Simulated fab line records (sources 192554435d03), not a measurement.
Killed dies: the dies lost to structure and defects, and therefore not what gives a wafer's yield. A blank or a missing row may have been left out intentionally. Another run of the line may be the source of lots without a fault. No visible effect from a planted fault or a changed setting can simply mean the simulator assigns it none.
fab line records	flow n5_finfet	part 1 of 2: steps 1 to 19 of 26
record: lots: 5	wafers: 15	last_day: 15
route steps=1938 shown HKMG_FIN@446 GATE_CUT@465
lots that met no fault: from a run of the same line without faults
start_h: hours from the record's opening day to when the first of the lot's shown wafers began	wait_h: hours from the lot's prior step to this one	" unchanged from the row above	L1.1+2: a row that stands for several wafers	- no value, or no start was given	* or withheld: withheld	< > ~ a bound
route shown NAME@n: NAME is a module with steps in the file, n the number in the route of the first one	usual: average and standard deviation across the fault-free wafers	same: alike in all rows	chamber/n: place in a boat	sites: per-site readings	_std_site: how widely they spread, as a standard deviation	_edge_site: the outer-site mean with the inner-site mean subtracted	radius_mm: how far each site lies from the wafer's centre	mask NAME#n: copy n	behind: the last tool/chamber to shape the wafer	hold: reason for holding the lot/hours on hold/outcome of the hold	device: whichever transistor did not switch (one of n, p or np)	end of line: at the end of the route, the tests of the same wafers	for a step that has no rows: nothing shown but its recipe	killed: the dies lost at the first sort to structure and to defects; this is not the yield of the wafer	map: per-die view of a wafer (x killed, . not killed, _ where there is no die)
set.NAME: setting as actually run; set.NAME@STEP: the setting as run at that earlier step	model.NAME: the simulator's own value behind a step, which no gauge read
certain route steps with their lots: each step a table, each wafer a row
services: from which hour (start_h, from the record's first day; less than 0 if before it) a tool's chamber was out of use, for how many hours, and why
== steps ==
step: N5_HKMG_FIN_WET_ETCH_87
recipe: chemistry: SC1	target: TiN	mix: 1:2:40	temp_c: 50	time_s: 154.2	target_depth_nm: 4.7	dry: ipa_marangoni	rinse_time_s: 30	rinse_temp_c: 23
usual: bath_guard_temp_C: 50.0/0.48
lot.wafer	tool	chamber	start_h	wait_h	bath_guard_temp_C
L077.1	wet_bench-04	6	108.03	0.1	50.7
L077.2	"	1	"	"	49.8
L077.4	"	4	"	"	49.3
L080.1	wet_bench-06	7	118.33	0.1	50.2
L080.2	"	3	"	"	50.2
L080.6	"	6	"	"	49.3
L081.2	wet_bench-06	0	122.06	0.1	49.8
L081.3	"	1	"	"	49.6
L081.4	"	7	"	"	50.1
L085.2	wet_bench-03	6	145.30	0.1	50.2
L085.3	"	1	"	"	50.5
L085.5	"	3	"	"	49.5
L086.2	wet_bench-04	2	157.28	0.1	50.9
L086.4	"	6	"	"	50.7
L086.6	"	3	"	"	49.6
step: N5_HKMG_FIN_STRIP_88
recipe: chemistry: N2/H2	power_w: 2500	temp_c: 300	h2_frac: 0.65	time_s: 360	pressure_mtorr: withheld	n2_flow_sccm: 1750	h2_flow_sccm: 3250
usual: drypump_motor_current_A: 5.81/0.24	heater_power_w: 469/17
lot.wafer	tool	chamber	start_h	wait_h	drypump_motor_current_A	heater_power_w	rf_hours_counter_h
L077.1	plasma_asher-01	1	108.12	0.0	5.83	480	90
L077.2	"	0	"	"	6.00	472	90
L077.4	"	0	"	"	6.01	460	-
L080.1	plasma_asher-02	1	118.42	0.0	5.97	469	46
L080.2	"	0	"	"	5.37	448	46
L080.6	"	1	"	"	5.98	469	-
L081.2	plasma_asher-02	0	122.15	0.0	5.36	439	47
L081.3	"	1	"	"	5.97	475	-
L081.4	"	0	"	"	5.38	442	-
L085.2	plasma_asher-01	0	145.39	0.0	6.00	463	98
L085.3	"	1	"	"	5.82	479	-
L085.5	"	1	"	"	5.83	481	-
L086.2	plasma_asher-02	0	157.37	0.0	5.36	437	54
L086.4	"	1	"	"	5.96	489	-
L086.6	"	0	"	"	5.35	441	-
step: N5_HKMG_FIN_NWFM_ALD_20
recipe: material: TiAlC	target_thk_a: 20	temp_c: 300	ald_precursor_family: TiCl4	ald_co_reactant: TEA	pulse_time_s: 3	purge_time_s: 2	co_reactant_purge_time_s: 2	co_reactant_pulse_time_s: 10	ald_cycles: 7	pressure_torr: 3
usual: heater_power_w: 473/42	precursor_pulse_height_rel: 0.998/0.02	susceptor_temp_C: 299.99/0.19
lot.wafer	tool	chamber	start_h	wait_h	heater_power_w	precursor_pulse_height_rel	susceptor_temp_C
L077.1	ald_metal-02	3	108.51	0.3	474	0.971	300.14
L077.2	"	2	"	"	485	0.999	300.03
L077.4	"	1	"	"	489	1.019	299.99
L080.1	ald_metal-02	2	118.80	0.3	480	0.998	300.26
L080.2	"	0	"	"	455	1.007	299.73
L080.6	"	3	"	"	460	0.994	299.55
L081.2	ald_metal-02	2	122.54	0.3	489	1.019	300.10
L081.3	"	1	"	"	485	1.002	300.01
L081.4	"	0	"	"	466	1.011	299.94
L085.2	ald_metal-02	0	145.78	0.3	460	1.002	300.19
L085.3	"	1	"	"	487	1.019	299.91
L085.5	"	1	"	"	501	0.988	299.94
L086.2	ald_metal-01	1	157.78	0.3	527	1.002	300.05
L086.4	"	3	"	"	459	0.999	299.88
L086.6	"	2	"	"	507	1.022	300.12
step: N5_HKMG_FIN_ALD_71
recipe: material: TiN	target_thk_a: 10	temp_c: 400	ald_precursor_family: TiCl4	ald_co_reactant: NH3	pulse_time_s: 1	purge_time_s: 3	co_reactant_purge_time_s: 2	co_reactant_pulse_time_s: 2	ald_cycles: 47	pressure_torr: 3
usual: heater_power_w: 850/72	precursor_pulse_height_rel: 0.999/0.02	susceptor_temp_C: 400.01/0.22
lot.wafer	tool	chamber	start_h	wait_h	heater_power_w	precursor_pulse_height_rel	susceptor_temp_C
L077.1	ald_metal-02	3	108.60	0.0	830	0.978	399.72
L077.2	"	2	"	"	884	0.977	400.18
L077.4	"	1	"	"	879	1.000	399.43
L080.1	ald_metal-02	2	118.90	0.0	868	1.009	400.10
L080.2	"	0	"	"	825	0.997	400.29
L080.6	"	3	"	"	843	0.996	399.85
L081.2	ald_metal-02	2	122.64	0.0	887	1.002	399.96
L081.3	"	1	"	"	884	1.011	400.17
L081.4	"	0	"	"	826	0.976	399.89
L085.2	ald_metal-02	0	145.88	0.0	832	1.010	400.21
L085.3	"	1	"	"	869	0.975	400.13
L085.5	"	1	"	"	853	1.012	399.64
L086.2	ald_metal-01	1	157.88	0.0	951	0.964	400.03
L086.4	"	3	"	"	817	1.006	400.06
L086.6	"	2	"	"	880	0.966	400.23
step: N5_HKMG_FIN_COAT_66
recipe: resist: SOC	temp_c: 250	time_s: 60	spin_rpm: 1500	resist_thk_nm: 300
lot.wafer	tool	chamber	start_h	wait_h
L077.1+2+4	litho_track-03	0	108.88	0.2
L080.1+2+6	litho_track-04	0	119.18	0.2
L081.2+3+4	litho_track-03	0	122.92	0.2
L085.2+3+5	litho_track-03	0	146.16	0.2
L086.2+4+6	litho_track-03	0	158.16	0.2
step: N5_HKMG_FIN_ETCH_67
recipe: chemistry: N2/H2	target: SOC	target_depth_a: 3889	stop_on: TiN	ion_energy_ev: 100	bias_w: 61	pressure_mtorr: 30	source_w: 850	n2_flow_sccm: 200	h2_flow_sccm: 200
usual: drypump_motor_current_A: 5.7/0.44	oes_product_au: 0.77/0.082	rf_vpp_V: 240.7/1.4	showerhead_plenum_p_Torr: 2.55/0.096	throttle_valve_pct: 17.79/0.25
lot.wafer	tool	chamber	start_h	wait_h	drypump_motor_current_A	oes_product_au	rf_hours_counter_h	rf_vpp_V	showerhead_plenum_p_Torr	throttle_valve_pct
L077.1	rie_diel-03	2	108.94	-	5.5	0.82	70	242.3	2.56	17.48
L077.2	"	1	"	"	5.3	0.86	42	241.1	2.60	17.48
L077.4	"	0	"	"	5.6	0.75	164	241.0	2.55	17.87
L080.1	rie_diel-03	2	119.24	-	5.4	0.82	75	242.4	2.56	17.49
L080.2	"	0	"	"	5.6	0.75	168	241.2	2.55	17.88
L080.6	"	0	"	"	5.6	0.75	-	239.5	2.55	17.88
L081.2	rie_diel-02	0	123.15	-	5.3	0.71	186	239.8	2.41	17.52
L081.3	"	3	"	"	5.6	0.74	156	242.2	2.54	17.77
L081.4	"	2	"	"	5.2	0.71	212	240.8	2.65	18.31
L085.2	rie_diel-03	0	146.25	-	5.6	0.74	179	240.0	2.54	17.89
L085.3	"	1	"	"	5.3	0.85	58	240.3	2.59	17.51
L085.5	"	2	"	"	5.4	0.81	-	241.9	2.55	17.50
L086.2	rie_diel-02	0	158.29	-	5.3	0.71	196	238.1	2.40	17.55
L086.4	"	1	"	"	6.2	0.71	208	241.4	2.63	17.86
L086.6	"	0	"	"	5.3	0.71	-	238.3	2.40	17.54
step: N5_HKMG_FIN_STRIP_90
recipe: chemistry: N2/H2	material: SOC	time_s: 20	power_w: 500	temp_c: 40	pressure_mtorr: 50	rf_frequency_hz: 6e+07	bias_power_w: 8	h2_frac: 0.5	n2_flow_sccm: 300	h2_flow_sccm: 300
usual: drypump_motor_current_A: 5.7/0.44	oes_product_au: 0.77/0.085	rf_vpp_V: 54.2/0.78	showerhead_plenum_p_Torr: 3.36/0.12	throttle_valve_pct: 19.0/0.4
lot.wafer	tool	chamber	start_h	wait_h	drypump_motor_current_A	oes_product_au	rf_hours_counter_h	rf_vpp_V	showerhead_plenum_p_Torr	throttle_valve_pct
L077.1	rie_diel-03	2	109.00	0.0	5.5	0.83	71	53.3	3.38	18.6
L077.2	"	1	"	"	5.3	0.88	42	54.8	3.43	18.5
L077.4	"	0	"	"	5.6	0.76	165	53.1	3.37	19.6
L080.1	rie_diel-03	2	119.30	0.0	5.5	0.82	75	54.0	3.38	18.6
L080.2	"	0	"	"	5.7	0.76	168	54.2	3.37	19.6
L080.6	"	0	"	"	5.6	0.76	-	54.6	3.37	19.6
L081.2	rie_diel-02	0	123.21	0.0	5.3	0.71	186	54.1	3.19	18.6
L081.3	"	3	"	"	5.6	0.77	156	55.1	3.35	19.1
L081.4	"	2	"	"	5.2	0.71	212	53.5	3.49	19.8
L085.2	rie_diel-03	0	146.31	0.0	5.6	0.75	179	55.4	3.36	19.6
L085.3	"	1	"	"	5.3	0.84	58	53.2	3.42	18.5
L085.5	"	2	"	"	5.4	0.80	-	54.9	3.37	18.6
L086.2	rie_diel-02	0	158.35	0.0	5.3	0.71	197	54.0	3.18	18.6
L086.4	"	1	"	"	6.3	0.71	208	53.4	3.47	19.1
L086.6	"	0	"	"	5.3	0.70	-	53.5	3.18	18.6
step: N5_HKMG_FIN_WET_ETCH_73
recipe: chemistry: SC1	mix: 1:2:40	temp_c: 50	time_s: 42.3	target_depth_nm: 1.3	dry: ipa_marangoni	rinse_time_s: 30	rinse_temp_c: 23
usual: bath_guard_temp_C: 50.1/0.43
lot.wafer	tool	chamber	start_h	wait_h	bath_guard_temp_C
L077.1	wet_bench-03	6	109.10	0.1	50.3
L077.2	"	7	"	"	50.0
L077.4	"	5	"	"	49.7
L080.1	wet_bench-04	0	119.40	0.1	49.5
L080.2	"	6	"	"	50.2
L080.6	"	7	"	"	49.9
L081.2	wet_bench-06	0	123.31	0.1	50.3
L081.3	"	4	"	"	50.2
L081.4	"	1	"	"	50.0
L085.2	wet_bench-06	2	146.42	0.1	49.7
L085.3	"	6	"	"	50.1
L085.5	"	3	"	"	50.1
L086.2	wet_bench-03	4	158.45	0.1	50.4
L086.4	"	7	"	"	50.1
L086.6	"	6	"	"	50.2
step: N5_HKMG_FIN_ETCHBACK_68
recipe: chemistry: Cl2/Ar	stop_on: HfO2	target_depth_a: 5	pressure_mtorr: 10	icp_w: 600	bias_w: 60	Cl2_flow_sccm: 40	Ar_flow_sccm: 60
usual: drypump_motor_current_A: 5.8/0.4	oes_ar_750_au: 0.71/0.094	oes_product_au: 0.70/0.095	throttle_valve_pct: 20.93/0.19
lot.wafer	tool	chamber	start_h	wait_h	drypump_motor_current_A	oes_ar_750_au	oes_product_au	rf_hours_counter_h	throttle_valve_pct
L077.1	rie_metal-02	1	109.16	0.0	6.4	0.64	0.53	100	20.85
L077.2	"	0	"	"	6.4	1.00	0.98	0	20.85
L077.4	"	0	"	"	6.4	1.00	0.98	-	20.86
L080.1	rie_metal-03	0	119.46	0.0	5.5	0.69	0.58	99	21.07
L080.2	"	1	"	"	5.5	0.75	0.78	46	21.24
L080.6	"	0	"	"	5.6	0.68	0.66	-	20.96
L081.2	rie_metal-01	0	123.37	0.0	5.5	0.62	0.61	118	21.01
L081.3	"	1	"	"	5.4	0.72	0.70	-	20.72
L081.4	"	0	"	"	5.5	0.62	0.61	-	21.00
L085.2	rie_metal-02	0	146.49	0.0	6.3	0.93	0.92	4	20.86
L085.3	"	0	"	"	6.4	0.93	0.92	-	20.86
L085.5	"	1	"	"	6.4	0.62	0.62	-	20.72
L086.2	rie_metal-01	1	158.50	0.0	5.4	0.72	0.70	74	20.74
L086.4	"	1	"	"	5.4	0.71	0.70	-	20.75
L086.6	"	0	"	"	5.5	0.61	0.61	-	21.00
step: N5_HKMG_FIN_STRIP_69
recipe: chemistry: N2/H2	power_w: 2500	temp_c: 300	h2_frac: 0.65	time_s: 360	pressure_mtorr: withheld	n2_flow_sccm: 1750	h2_flow_sccm: 3250
usual: drypump_motor_current_A: 5.78/0.27	heater_power_w: 468/18
lot.wafer	tool	chamber	start_h	wait_h	drypump_motor_current_A	heater_power_w	rf_hours_counter_h
L077.1	plasma_asher-01	0	109.30	0.1	6.02	459	91
L077.2	"	1	"	"	5.82	474	91
L077.4	"	1	"	"	5.81	473	-
L080.1	plasma_asher-02	1	119.60	0.1	5.98	484	46
L080.2	"	0	"	"	5.37	439	46
L080.6	"	1	"	"	5.99	474	-
L081.2	plasma_asher-02	1	123.51	0.1	5.99	485	48
L081.3	"	0	"	"	5.36	449	-
L081.4	"	1	"	"	5.98	481	-
L085.2	plasma_asher-02	1	146.63	0.1	5.97	468	52
L085.3	"	0	"	"	5.34	442	-
L085.5	"	0	"	"	5.36	440	-
L086.2	plasma_asher-01	1	158.65	0.1	5.80	486	100
L086.4	"	1	"	"	5.80	479	-
L086.6	"	1	"	"	5.78	488	-
step: N5_HKMG_FIN_ALD_21
recipe: material: TiN	target_thk_a: 15	temp_c: 400	ald_precursor_family: TiCl4	ald_co_reactant: NH3	pulse_time_s: 1	purge_time_s: 3	co_reactant_purge_time_s: 2	co_reactant_pulse_time_s: 2	ald_cycles: 68	pressure_torr: 3
usual: heater_power_w: 849/73	precursor_pulse_height_rel: 0.997/0.021	susceptor_temp_C: 399.99/0.2
lot.wafer	tool	chamber	start_h	wait_h	heater_power_w	precursor_pulse_height_rel	susceptor_temp_C
L077.1	ald_metal-04	2	109.69	0.3	701	0.981	399.75
L077.2	"	1	"	"	966	0.992	400.02
L077.4	"	0	"	"	944	0.974	399.88
L080.1	ald_metal-01	1	119.99	0.3	924	0.973	400.15
L080.2	"	2	"	"	888	0.992	399.79
L080.6	"	1	"	"	938	1.009	400.24
L081.2	ald_metal-02	3	123.90	0.3	845	0.990	400.30
L081.3	"	0	"	"	813	1.017	399.23
L081.4	"	1	"	"	890	0.981	399.82
L085.2	ald_metal-04	2	147.01	0.3	716	0.989	399.99
L085.3	"	3	"	"	741	1.036	400.05
L085.5	"	0	"	"	971	0.997	399.98
L086.2	ald_metal-01	1	159.03	0.3	925	0.989	400.32
L086.4	"	2	"	"	881	0.986	399.83
L086.6	"	1	"	"	931	0.999	399.96
step: N5_HKMG_FIN_ALD_72
recipe: material: W	target_thk_a: 20	temp_c: 300	pressure_torr: 7.5	ald_precursor_family: WF6	ald_co_reactant: B2H6	pulse_time_s: 1	purge_time_s: 2	co_reactant_purge_time_s: 2	co_reactant_pulse_time_s: 3	ald_cycles: 7
usual: heater_power_w: 454/39	precursor_pulse_height_rel: 1.000/0.021	susceptor_temp_C: 300.03/0.19
lot.wafer	tool	chamber	start_h	wait_h	heater_power_w	precursor_pulse_height_rel	susceptor_temp_C
L077.1	cvd_w-02	1	110.05	0.2	482	0.986	300.11
L077.2	"	0	"	"	504	1.029	300.17
L077.4	"	0	"	"	511	0.971	300.07
L080.1	cvd_w-02	0	120.35	0.2	516	1.028	300.11
L080.2	"	1	"	"	495	0.975	299.92
L080.6	"	0	"	"	517	0.988	300.05
L081.2	cvd_w-01	0	124.26	0.2	410	0.986	300.02
L081.3	"	0	"	"	437	1.021	299.82
L081.4	"	1	"	"	431	1.002	300.00
L085.2	cvd_w-01	1	147.37	0.2	429	1.009	299.98
L085.3	"	0	"	"	427	1.012	299.58
L085.5	"	0	"	"	426	0.979	300.06
L086.2	cvd_w-02	1	159.39	0.2	484	0.991	299.87
L086.4	"	0	"	"	512	1.014	300.08
L086.6	"	0	"	"	506	1.022	300.37
step: N5_HKMG_FIN_W_FILL_22
recipe: material: W	target_thk_a: 600	temp_c: 400	pressure_torr: 39.4	time_s: 18.2
usual: heater_power_w: 811/68	susceptor_temp_C: 400.07/0.24	throttle_valve_pct: 19.3/0.87
lot.wafer	tool	chamber	start_h	wait_h	heater_power_w	susceptor_temp_C	throttle_valve_pct
L077.1	cvd_w-02	1	110.11	0.0	859	399.74	18.4
L077.2	"	0	"	"	926	399.99	19.2
L077.4	"	0	"	"	896	400.15	19.3
L080.1	cvd_w-02	0	120.41	0.0	909	399.93	19.3
L080.2	"	1	"	"	849	400.04	18.2
L080.6	"	0	"	"	907	400.11	19.4
L081.2	cvd_w-01	0	124.32	0.0	747	400.26	20.2
L081.3	"	0	"	"	761	400.17	20.2
L081.4	"	1	"	"	766	400.28	18.3
L085.2	cvd_w-01	1	147.43	0.0	779	400.14	18.5
L085.3	"	0	"	"	749	399.90	20.4
L085.5	"	0	"	"	757	400.00	20.4
L086.2	cvd_w-02	1	159.45	0.0	879	400.49	18.5
L086.4	"	0	"	"	895	399.58	19.5
L086.6	"	0	"	"	934	400.17	19.5
step: N5_HKMG_FIN_PRECLEAN_83
recipe: chemistry: DIW	time_s: 57.5	temp_c: 23
lot.wafer	tool	chamber	start_h	wait_h
L077.1+2+4	wet_bench-06	2,1,4	110.17	0.0
L080.1+2+6	wet_bench-04	0,2,1	120.47	0.0
L081.2+3+4	wet_bench-03	1,3,4	124.38	0.0
L085.2+3+5	wet_bench-04	2,6,5	147.49	0.0
L086.2+4+6	wet_bench-03	2,6,3	159.51	0.0
step: N5_HKMG_FIN_SRD_84
recipe: dry_time_s: 32	dry: n2_spin	spin_rpm: 1500
lot.wafer	tool	chamber	start_h	wait_h
L077.1+2+4	wet_bench-06	2,1,4	110.19	0.0
L080.1+2+6	wet_bench-04	0,2,1	120.49	0.0
L081.2+3+4	wet_bench-03	1,3,4	124.40	0.0
L085.2+3+5	wet_bench-04	2,6,5	147.51	0.0
L086.2+4+6	wet_bench-03	2,6,3	159.53	0.0
step: N5_HKMG_FIN_CMP_23
recipe: stop_on: SiNx	t_overpolish_s: 10	post_cmp_clean: rinse_only	down_force_psi: 4	platen_rpm: 50.289	pad_velocity_m_s: 1.0006	target_thk_nm: 46.326
usual: motor_current_A: 11.8/0.89	overpolish_run_s: 10.000/0.0087	time_to_endpoint_s: 12.2/2.2
lot.wafer	tool	chamber	start_h	wait_h	motor_current_A	overpolish_run_s	time_to_endpoint_s
L077.1	cmp-04	3	110.22	0.0	11.1	9.999	10.7
L077.4	"	0	"	"	11.8	10.006	14.3
L077.2	"	1	"	"	10.9	10.020	10.2
L080.2	cmp-03	0	120.68	0.2	11.2	10.007	11.7
L080.1	"	1	"	"	10.8	9.997	15.1
L080.6	"	3	"	"	12.3	9.996	15.1
L081.4	cmp-04	3	124.43	0.0	11.0	9.989	9.0
L081.3	"	0	"	"	13.0	10.008	12.9
L081.2	"	2	"	"	12.5	10.000	12.3
L085.3	cmp-03	3	147.70	0.2	12.6	9.994	14.8
L085.2	"	0	"	"	12.4	10.001	14.2
L085.5	"	1	"	"	11.3	10.000	15.2
L086.2	cmp-02	2	159.64	0.1	13.4	9.998	14.7
L086.4	"	0	"	"	12.7	9.996	15.8
L086.6	"	2	"	"	12.2	10.001	15.1
step: N5_HKMG_FIN_CMP_94
recipe: stop_on: SiNx	post_cmp_clean: w_dilute_nh4oh	t_overpolish_s: 4.7	down_force_psi: 4	platen_rpm: 50.289	pad_velocity_m_s: 1.0006	target_thk_nm: 43.299
usual: motor_current_A: 11.8/0.95
lot.wafer	tool	chamber	start_h	wait_h	motor_current_A
L077.1	cmp-04	3	110.70	0.4	10.9
L077.4	"	0	"	"	11.5
L077.2	"	1	"	"	11.1
L080.2	cmp-03	0	121.06	0.3	12.2
L080.1	"	1	"	"	10.7
L080.6	"	3	"	"	12.2
L081.4	cmp-04	3	124.91	0.4	10.9
L081.3	"	0	"	"	12.5
L081.2	"	2	"	"	12.3
L085.3	cmp-03	3	148.08	0.3	12.6
L085.2	"	0	"	"	12.1
L085.5	"	1	"	"	10.9
L086.2	cmp-02	2	160.07	0.3	13.4
L086.4	"	0	"	"	12.8
L086.6	"	2	"	"	13.2
step: N5_HKMG_FIN_INSPECT_28
recipe: inspect_instrument: darkfield	mode: post_cmp
usual: raw_defect_count: 42/16
lot.wafer	tool	chamber	start_h	wait_h	raw_defect_count
L077.1	defect_inspect-02	-	110.93	0.0	59
L077.2	"	-	"	"	38
L077.4	"	-	"	"	17
L080.1	defect_inspect-02	-	121.23	0.0	31
L080.2	"	-	"	"	36
L080.6	"	-	"	"	16
L081.2	defect_inspect-02	-	125.14	0.0	34
L081.3	"	-	"	"	35
L081.4	"	-	"	"	71
L085.2	defect_inspect-01	-	148.26	0.0	58
L085.3	"	-	"	"	68
L085.5	"	-	"	"	26
L086.2	defect_inspect-01	-	160.27	0.0	65
L086.4	"	-	"	"	22
L086.6	"	-	"	"	36
step: N5_GATE_CUT_ETCHBACK_00
recipe: chemistry: SF6/Cl2	target: W	pressure_mtorr: 8	icp_w: 900	bias_w: 80	SF6_flow_sccm: 40	Cl2_flow_sccm: 60
usual: drypump_motor_current_A: 5.9/0.43	oes_product_au: 0.74/0.11	throttle_valve_pct: 27.6/0.3
lot.wafer	tool	chamber	start_h	wait_h	drypump_motor_current_A	oes_product_au	rf_hours_counter_h	throttle_valve_pct
L077.1	rie_metal-02	1	110.97	0.0	6.4	0.65	100	27.3
L077.2	"	0	"	"	6.4	0.99	0	27.6
L077.4	"	0	"	"	6.4	0.97	-	27.6
L080.1	rie_metal-02	1	121.26	0.0	6.4	0.64	102	27.3
L080.2	"	0	"	"	6.4	0.95	2	27.6
L080.6	"	0	"	"	6.3	0.94	-	27.6
L081.2	rie_metal-02	1	125.18	0.0	6.4	0.64	102	27.3
L081.3	"	0	"	"	6.3	0.95	-	27.6
L081.4	"	1	"	"	6.4	0.65	-	27.3
L085.2	rie_metal-03	1	148.29	0.0	5.5	0.79	49	28.1
L085.3	"	0	"	"	5.6	0.67	-	27.7
L085.5	"	1	"	"	5.5	0.78	-	28.1
L086.2	rie_metal-02	1	160.31	0.0	6.4	0.64	106	27.3
L086.4	"	0	"	"	6.3	0.91	-	27.6
L086.6	"	0	"	"	6.3	0.92	-	27.6
